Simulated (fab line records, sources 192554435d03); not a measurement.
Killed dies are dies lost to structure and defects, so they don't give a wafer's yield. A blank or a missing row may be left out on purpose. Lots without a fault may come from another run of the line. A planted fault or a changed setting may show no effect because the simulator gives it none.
Chamber matching | flow n5_finfet | N5_BEOL_M14_DESCUM_15 on rie_diel-01: 4 sister chambers
The step chemistry O2, time 7.9 s. 20 wafers are shown with their chamber, then 10 later ones without.

WAFERS WITH THEIR CHAMBER
wafer  | chamber | showerhead_plenum_p_Torr (Torr) | throttle_valve_pct (%) | rf_vpp_V (V)
L075.2 | 0       | 2.22                            | 20.01                  | 244.8
L075.4 | 1       | 2.14                            | 20.52                  | 244.5
L075.5 | 2       | 2.20                            | 20.14                  | 245.5
L078.1 | 3       | 2.12                            | 20.12                  | 243.6
L078.4 | 2       | 2.19                            | 20.15                  | 246.0
L078.5 | 1       | 2.14                            | 20.54                  | 244.1
L079.1 | 2       | 2.19                            | 20.16                  | 246.3
L079.2 | 0       | 2.22                            | 20.03                  | 246.8
L079.3 | 3       | 2.11                            | 20.16                  | 242.8
L083.1 | 3       | 2.11                            | 20.16                  | 244.3
L083.3 | 1       | 2.13                            | 20.15                  | 243.2
L083.5 | 2       | 2.19                            | 20.19                  | 245.4
L086.2 | 3       | 2.11                            | 20.21                  | 244.7
L086.3 | 2       | 2.18                            | 20.20                  | 244.4
L086.5 | 2       | 2.18                            | 20.22                  | 245.4
L089.2 | 1       | 2.13                            | 20.19                  | 242.1
L089.3 | 3       | 2.10                            | 20.20                  | 244.1
L089.5 | 1       | 2.13                            | 20.15                  | 243.7
L092.3 | 3       | 2.10                            | 20.20                  | 243.2
L092.4 | 0       | 2.21                            | 20.07                  | 245.6

SIGNATURES (means of the wafers above)
reading                  | chamber 0 | chamber 1 | chamber 2 | chamber 3 | scatter within a chamber
showerhead_plenum_p_Torr | 2.2167    | 2.1340    | 2.1883    | 2.1083    | 0.00686
throttle_valve_pct       | 20.0367   | 20.3100   | 20.1767   | 20.1750   | 0.105
rf_vpp_V                 | 245.733   | 243.520   | 245.500   | 243.783   | 0.796
Rule: a wafer's distance from a chamber is the root of the sum, over the readings, of the square of ((its reading less the chamber's mean) divided by the reading's scatter). The wafer belongs to the nearest chamber; if the next one is less than 2 further off, it can't be placed. The scatter: the root of (the sum of the squares of (reading less its chamber's mean) over the shown wafers, divided by (wafers less chambers)).

WAFERS WITHOUT THEIR CHAMBER
wafer  | showerhead_plenum_p_Torr (Torr) | throttle_valve_pct (%) | rf_vpp_V (V)
L092.5 | 2.18                            | 20.21                  | 243.3
L093.1 | 2.21                            | 20.08                  | 245.5
L093.2 | 2.10                            | 20.19                  | 243.1
L093.6 | 2.10                            | 20.21                  | 242.3
L096.1 | 2.21                            | 20.09                  | 244.4
L096.2 | 2.12                            | 20.18                  | 244.4
L096.4 | 2.10                            | 20.22                  | 243.7
L095.2 | 2.21                            | 20.08                  | 244.1
L095.3 | 2.10                            | 20.22                  | 244.5
L095.6 | 2.21                            | 20.09                  | 243.1

WHICH CHAMBER EACH WENT THROUGH
wafer  | from the rows above     | in truth
L092.5 | 2                       | 2
L093.1 | 0                       | 0
L093.2 | 3                       | 3
L093.6 | 3                       | 3
L096.1 | can't be placed: 0 or 2 | 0
L096.2 | can't be placed: 3 or 1 | 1
L096.4 | 3                       | 3
L095.2 | can't be placed: 0 or 2 | 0
L095.3 | 3                       | 3
L095.6 | can't be placed: 0 or 2 | 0
Placed correctly: 6 of 10. Can't be placed from these rows: 4 (the true chamber is among the candidates in 4). Placed wrongly: 0.
